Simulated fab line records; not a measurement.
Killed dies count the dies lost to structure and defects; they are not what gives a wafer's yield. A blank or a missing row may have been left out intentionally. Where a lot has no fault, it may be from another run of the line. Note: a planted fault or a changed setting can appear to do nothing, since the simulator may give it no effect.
The tool behind it: which one? / flow nandHarc / 36 wafers from 12 lots sampled at 5 of the route's 1302 steps

== WHAT THE GAUGES SHOWED, per wafer ==
NHARC_A_M1_CD_MEAS_09 targets a cd of 120 nm. Usual: cdNm 119.5 nm, standard deviation 0.86.
lot=L483; measured=day 23 17:09; on=cdSem-02; cdNm (nm)=119.6 120.4 119.4; flag=
lot=L486; measured=day 23 23:53; on=cdSem-02; cdNm (nm)=120.5 121.0 118.4; flag=
lot=L487; measured=day 24 08:30; on=cdSem-01; cdNm (nm)=120.3 118.4 120.3; flag=
lot=L488; measured=day 24 11:02; on=cdSem-02; cdNm (nm)=119.2 118.5 118.4; flag=
lot=L489; measured=day 25 16:17; on=cdSem-03; cdNm (nm)=119.5 120.0 120.4; flag=
lot=L493; measured=day 27 02:37; on=cdSem-02; cdNm (nm)=119.8 119.0 119.5; flag=
lot=L498; measured=day 28 10:23; on=cdSem-03; cdNm (nm)=120.8 119.7 119.9; flag=
lot=L501; measured=day 29 19:26; on=cdSem-02; cdNm (nm)=118.1 119.1 118.1; flag=
lot=L500; measured=day 29 23:17; on=cdSem-03; cdNm (nm)=120.5 119.5 120.0; flag=
lot=L505; measured=day 31 23:37; on=cdSem-01; cdNm (nm)=119.4 119.4 117.8; flag=
lot=L504; measured=day 32 03:32; on=cdSem-02; cdNm (nm)=119.3 119.8 119.9; flag=
lot=L506; measured=day 32 15:29; on=cdSem-02; cdNm (nm)=120.0 118.1 119.7; flag=

NHARC_END_SORT_01. Usual: defectLimitedYield 91.6 %, standard deviation 2.4; killedAtArray 52, standard deviation 16; killedAtOther 0.8, standard deviation 0.98; killedAtPeriphery 4.2, standard deviation 2.9; killedDies 57, standard deviation 16; killedOpen 3.3, standard deviation 1.9; killedShort 2.5, standard deviation 1.5; sort_bin_2_pct 3.0 %, standard deviation 1; sort_bin_3_pct 0.6 %, standard deviation 0.31; sort_bin_4_pct 4.8 %, standard deviation 1.5; sortNPass 620, standard deviation 16; sortRimYieldPct 90 %, standard deviation 4.1; sortYieldPct 91.6 %, standard deviation 2.4.
lot=L486; measured=day 25 11:32; on=prober-01; defectLimitedYield (%)=97.3 96.0 96.2; killedAtArray=18 24 25; killedAtOther=0 1 1; killedAtPeriphery=0 2 0; killedDies=18 27 26; killedOpen=0 1 1; killedShort=3 1 4; sort_bin_2_pct (%)=1.3 0.9 1.3; sort_bin_3_pct (%)=0.3 0.3 0.3; sort_bin_4_pct (%)=1.0 2.8 2.2; sortNPass=659 650 651; sortRimYieldPct (%)=93 95 96; sortYieldPct (%)=97.3 96.0 96.2; flag=
lot=L487; measured=day 25 20:14; on=prober-01; defectLimitedYield (%)=94.7 91.3 92.3; killedAtArray=28 57 52; killedAtOther=0 0 0; killedAtPeriphery=8 2 0; killedDies=36 59 52; killedOpen=3 2 4; killedShort=5 2 1; sort_bin_2_pct (%)=1.6 3.2 3.0; sort_bin_3_pct (%)=0.4 0.6 0.6; sort_bin_4_pct (%)=3.2 4.9 4.1; sortNPass=641 618 625; sortRimYieldPct (%)=87 85 90; sortYieldPct (%)=94.7 91.3 92.3; flag=
lot=L489; measured=day 27 00:40; on=prober-02; defectLimitedYield (%)=87.4 88.2 89.2; killedAtArray=82 79 66; killedAtOther=0 0 0; killedAtPeriphery=3 1 7; killedDies=85 80 73; killedOpen=3 2 8; killedShort=5 3 3; sort_bin_2_pct (%)=4.0 3.7 4.0; sort_bin_3_pct (%)=1.0 1.0 0.7; sort_bin_4_pct (%)=7.5 7.1 6.1; sortNPass=592 597 604; sortRimYieldPct (%)=92 92 81; sortYieldPct (%)=87.4 88.2 89.2; flag=
lot=L498; measured=day 29 22:18; on=prober-02; defectLimitedYield (%)=90.5 89.5 90.8; killedAtArray=58 64 58; killedAtOther=2 1 3; killedAtPeriphery=4 6 1; killedDies=64 71 62; killedOpen=2 3 1; killedShort=7 3 0; sort_bin_2_pct (%)=2.7 3.5 2.8; sort_bin_3_pct (%)=0.9 1.0 1.0; sort_bin_4_pct (%)=5.9 5.9 5.3; sortNPass=613 606 615; sortRimYieldPct (%)=95 92 92; sortYieldPct (%)=90.5 89.5 90.8; flag=
lot=L501; measured=day 31 06:23; on=prober-01; defectLimitedYield (%)=91.6 91.6 93.5; killedAtArray=52 46 35; killedAtOther=1 3 0; killedAtPeriphery=4 8 9; killedDies=57 57 44; killedOpen=5 6 2; killedShort=2 7 2; sort_bin_2_pct (%)=3.1 2.5 1.9; sort_bin_3_pct (%)=0.6 0.6 0.7; sort_bin_4_pct (%)=4.7 5.3 3.8; sortNPass=620 620 633; sortRimYieldPct (%)=84 89 86; sortYieldPct (%)=91.6 91.6 93.5; flag=
lot=L500; measured=day 31 15:01; on=prober-02; defectLimitedYield (%)=87.9 87.6 90.8; killedAtArray=73 75 59; killedAtOther=0 2 2; killedAtPeriphery=9 7 1; killedDies=82 84 62; killedOpen=7 1 2; killedShort=1 3 3; sort_bin_2_pct (%)=3.7 4.0 3.2; sort_bin_3_pct (%)=0.4 0.7 0.4; sort_bin_4_pct (%)=8.0 7.7 5.5; sortNPass=595 593 615; sortRimYieldPct (%)=90 88 88; sortYieldPct (%)=87.9 87.6 90.8; flag=
lot=L505; measured=day 33 13:04; on=prober-02; defectLimitedYield (%)=94.7 94.2 93.6; killedAtArray=31 37 38; killedAtOther=3 1 1; killedAtPeriphery=2 1 4; killedDies=36 39 43; killedOpen=3 3 4; killedShort=0 4 4; sort_bin_2_pct (%)=1.6 1.2 1.8; sort_bin_3_pct (%)=0.4 0.7 0.4; sort_bin_4_pct (%)=3.2 3.8 4.1; sortNPass=641 638 634; sortRimYieldPct (%)=91 90 90; sortYieldPct (%)=94.7 94.2 93.6; flag=
lot=L504; measured=day 33 13:04; on=prober-01; defectLimitedYield (%)=97.0 95.9 95.9; killedAtArray=17 26 23; killedAtOther=0 0 2; killedAtPeriphery=3 2 3; killedDies=20 28 28; killedOpen=3 7 2; killedShort=0 3 4; sort_bin_2_pct (%)=1.2 1.0 0.9; sort_bin_3_pct (%)=0.3 0 0.1; sort_bin_4_pct (%)=1.5 3.1 3.1; sortNPass=657 649 649; sortRimYieldPct (%)=93 95 96; sortYieldPct (%)=97.0 95.9 95.9; flag=

== WHICH TOOL RAN EACH LOT (tool, then ch and the chambers of the sampled wafers, then the start) ==
lot=L483; NHARC_A_M0_STRIP_18=rieDiel-02 ch 0,3, day 23 13:38; NHARC_A_M0_PRE_CLEAN_29=pvdSputter-02, day 23 16:00 or earlier; NHARC_A_M1_SOFTBAKE_04=lithoTrack-04 ch 0, day 23 16:00
lot=L486; NHARC_A_M0_STRIP_18=rieDiel-02 ch 0,2,3, day 23 20:33; NHARC_A_M0_PRE_CLEAN_29=pvdSputter-01, day 23 23:00 or earlier; NHARC_A_M1_SOFTBAKE_04=lithoTrack-06 ch 0, day 23 23:00
lot=L487; NHARC_A_M0_STRIP_18=rieDiel-03 ch 0,1,2, day 24 04:40; NHARC_A_M0_PRE_CLEAN_29=pvdSputter-03, day 24 08:00 or earlier; NHARC_A_M1_SOFTBAKE_04=lithoTrack-06 ch 0, day 24 08:00
lot=L488; NHARC_A_M0_STRIP_18=rieDiel-06 ch 1,2, day 24 07:34; NHARC_A_M0_PRE_CLEAN_29=pvdSputter-03, day 24 10:00 or earlier; NHARC_A_M1_SOFTBAKE_04=lithoTrack-06 ch 0, day 24 10:00
lot=L489; NHARC_A_M0_STRIP_18=rieDiel-03 ch 1,2, day 25 12:47; NHARC_A_M0_PRE_CLEAN_29=pvdSputter-02, day 25 15:00 or earlier; NHARC_A_M1_SOFTBAKE_04=lithoTrack-06 ch 0, day 25 15:00
lot=L493; NHARC_A_M0_STRIP_18=rieDiel-02 ch 0,1,3, day 26 23:06; NHARC_A_M0_PRE_CLEAN_29=pvdSputter-01, day 27 02:00 or earlier; NHARC_A_M1_SOFTBAKE_04=lithoTrack-04 ch 0, day 27 02:00
lot=L498; NHARC_A_M0_STRIP_18=rieDiel-06 ch 0,1,2, day 28 06:37; NHARC_A_M0_PRE_CLEAN_29=pvdSputter-02, day 28 09:00 or earlier; NHARC_A_M1_SOFTBAKE_04=lithoTrack-01 ch 0, day 28 09:00
lot=L501; NHARC_A_M0_STRIP_18=rieDiel-02 ch 0,3, day 29 15:56; NHARC_A_M0_PRE_CLEAN_29=pvdSputter-03, day 29 18:00 or earlier; NHARC_A_M1_SOFTBAKE_04=lithoTrack-06 ch 0, day 29 18:00
lot=L500; NHARC_A_M0_STRIP_18=rieDiel-03 ch 0,1,3, day 29 19:52; NHARC_A_M0_PRE_CLEAN_29=pvdSputter-03, day 29 22:00 or earlier; NHARC_A_M1_SOFTBAKE_04=lithoTrack-06 ch 0, day 29 22:00
lot=L505; NHARC_A_M0_STRIP_18=rieDiel-06 ch 2,3, day 31 20:08; NHARC_A_M0_PRE_CLEAN_29=pvdSputter-01, day 31 23:00 or earlier; NHARC_A_M1_SOFTBAKE_04=lithoTrack-01 ch 0, day 31 23:00
lot=L504; NHARC_A_M0_STRIP_18=rieDiel-02 ch 0,1,3, day 32 00:01; NHARC_A_M0_PRE_CLEAN_29=pvdSputter-02, day 32 03:00 or earlier; NHARC_A_M1_SOFTBAKE_04=lithoTrack-04 ch 0, day 32 03:00
lot=L506; NHARC_A_M0_STRIP_18=rieDiel-06 ch 0,2,3, day 32 12:03; NHARC_A_M0_PRE_CLEAN_29=pvdSputter-01, day 32 15:00 or earlier; NHARC_A_M1_SOFTBAKE_04=lithoTrack-06 ch 0, day 32 15:00
- NHARC_A_M0_STRIP_18: strips in N2/H2.
- NHARC_A_M0_PRE_CLEAN_29: time 30 s.
- NHARC_A_M1_SOFTBAKE_04: time 55 s.

== WHAT THE TOOLS THEMSELVES READ (means of the sampled wafers that have a number; where no wafer has one, the mark that the record gives instead) ==
NHARC_A_M0_STRIP_18. Usual: drypumpMotorCurrentA 5.7 A, standard deviation 0.52; oesProductAu 1.002 a.u., standard deviation 0.014; rfVppV 90.4 V, standard deviation 0.95; showerheadPlenumPTorr 2.01 Torr, standard deviation 0.096; throttleValvePct 14.171 %, standard deviation 0.0095.
lot=L483; tool=rieDiel-02; drypumpMotorCurrentA (A)=5.2; oesProductAu (a.u.)=0.995; rfVppV (V)=89.2; showerheadPlenumPTorr (Torr)=2.01; throttleValvePct (%)=14.174; flag=
lot=L486; tool=rieDiel-02; drypumpMotorCurrentA (A)=5.5; oesProductAu (a.u.)=0.998; rfVppV (V)=89.9; showerheadPlenumPTorr (Torr)=2.04; throttleValvePct (%)=14.175; flag=
lot=L487; tool=rieDiel-03; drypumpMotorCurrentA (A)=5.7; oesProductAu (a.u.)=1.005; rfVppV (V)=89.7; showerheadPlenumPTorr (Torr)=1.96; throttleValvePct (%)=14.178; flag=
lot=L488; tool=rieDiel-06; drypumpMotorCurrentA (A)=6.2; oesProductAu (a.u.)=1.013; rfVppV (V)=90.7; showerheadPlenumPTorr (Torr)=2.11; throttleValvePct (%)=14.175; flag=
lot=L489; tool=rieDiel-03; drypumpMotorCurrentA (A)=6.0; oesProductAu (a.u.)=1.014; rfVppV (V)=90.2; showerheadPlenumPTorr (Torr)=1.94; throttleValvePct (%)=14.177; flag=
lot=L493; tool=rieDiel-02; drypumpMotorCurrentA (A)=5.2; oesProductAu (a.u.)=0.987; rfVppV (V)=89.8; showerheadPlenumPTorr (Torr)=2.01; throttleValvePct (%)=14.170; flag=
lot=L498; tool=rieDiel-06; drypumpMotorCurrentA (A)=5.9; oesProductAu (a.u.)=1.006; rfVppV (V)=90.4; showerheadPlenumPTorr (Torr)=2.07; throttleValvePct (%)=14.172; flag=
lot=L501; tool=rieDiel-02; drypumpMotorCurrentA (A)=5.5; oesProductAu (a.u.)=0.994; rfVppV (V)=90.4; showerheadPlenumPTorr (Torr)=2.09; throttleValvePct (%)=14.171; flag=
lot=L500; tool=rieDiel-03; drypumpMotorCurrentA (A)=5.3; oesProductAu (a.u.)=0.996; rfVppV (V)=89.7; showerheadPlenumPTorr (Torr)=1.96; throttleValvePct (%)=14.171; flag=
lot=L505; tool=rieDiel-06; drypumpMotorCurrentA (A)=6.1; oesProductAu (a.u.)=1.016; rfVppV (V)=91.2; showerheadPlenumPTorr (Torr)=1.97; throttleValvePct (%)=14.168; flag=
lot=L504; tool=rieDiel-02; drypumpMotorCurrentA (A)=5.2; oesProductAu (a.u.)=0.996; rfVppV (V)=89.7; showerheadPlenumPTorr (Torr)=2.01; throttleValvePct (%)=14.170; flag=
lot=L506; tool=rieDiel-06; drypumpMotorCurrentA (A)=6.0; oesProductAu (a.u.)=1.006; rfVppV (V)=90.4; showerheadPlenumPTorr (Torr)=1.99; throttleValvePct (%)=14.174; flag=

NHARC_A_M0_PRE_CLEAN_29. Usual: heaterPowerW 406 W, standard deviation 33.
lot=L483; tool=pvdSputter-02; heaterPowerW (W)=404; flag=
lot=L486; tool=pvdSputter-01; heaterPowerW (W)=418; flag=
lot=L487; tool=pvdSputter-03; heaterPowerW (W)=423; flag=
lot=L488; tool=pvdSputter-03; heaterPowerW (W)=395; flag=
lot=L489; tool=pvdSputter-02; heaterPowerW (W)=390; flag=
lot=L493; tool=pvdSputter-01; heaterPowerW (W)=414; flag=
lot=L498; tool=pvdSputter-02; heaterPowerW (W)=388; flag=
lot=L501; tool=pvdSputter-03; heaterPowerW (W)=424; flag=
lot=L500; tool=pvdSputter-03; heaterPowerW (W)=399; flag=
lot=L505; tool=pvdSputter-01; heaterPowerW (W)=446; flag=
lot=L504; tool=pvdSputter-02; heaterPowerW (W)=385; flag=
lot=L506; tool=pvdSputter-01; heaterPowerW (W)=445; flag=

NHARC_A_M1_SOFTBAKE_04. Usual: heaterPowerTotalW 188.44 W, standard deviation 0.13.
lot=L483; tool=lithoTrack-04; heaterPowerTotalW (W)=188.40; flag=
lot=L486; tool=lithoTrack-06; heaterPowerTotalW (W)=188.36; flag=
lot=L487; tool=lithoTrack-06; heaterPowerTotalW (W)=188.36; flag=
lot=L488; tool=lithoTrack-06; heaterPowerTotalW (W)=193.49; flag=OFF
lot=L489; tool=lithoTrack-06; heaterPowerTotalW (W)=193.41; flag=OFF
lot=L493; tool=lithoTrack-04; heaterPowerTotalW (W)=188.44; flag=
lot=L498; tool=lithoTrack-01; heaterPowerTotalW (W)=188.35; flag=
lot=L501; tool=lithoTrack-06; heaterPowerTotalW (W)=188.57; flag=
lot=L500; tool=lithoTrack-06; heaterPowerTotalW (W)=188.47; flag=
lot=L505; tool=lithoTrack-01; heaterPowerTotalW (W)=188.35; flag=
lot=L504; tool=lithoTrack-04; heaterPowerTotalW (W)=188.36; flag=
lot=L506; tool=lithoTrack-06; heaterPowerTotalW (W)=188.33; flag=

== THE ANSWER, worked out from the rows above alone ==
Rule: take the mean of a lot's wafers that have a number; if it is more than 3 standard deviations from the usual mean, the lot is off. A lot without any number at a reading at which 4 lots or more have one is off too. Any other lot the step has rows for is counted as sound. First the gauges in route order, then the tools' own readings, where a lot's mean is used as printed above. At the first step where some lot is off, the reading lying furthest off is the one used; lots without a number count as furthest.
Off: L488, L489 (NHARC_A_M1_SOFTBAKE_04, heaterPowerTotalW).
If a tool, at that step or one of the process steps before it, ran each lot that is off and ran no sound lot following the first of them, it fits. Because NHARC_A_M0_PRE_CLEAN_29 lacks a start for some lots, the hours and order of its lots are taken from NHARC_A_M1_SOFTBAKE_04. Of those tried, none fits.

== WHAT WAS PUT IN BY THE SIMULATOR ==
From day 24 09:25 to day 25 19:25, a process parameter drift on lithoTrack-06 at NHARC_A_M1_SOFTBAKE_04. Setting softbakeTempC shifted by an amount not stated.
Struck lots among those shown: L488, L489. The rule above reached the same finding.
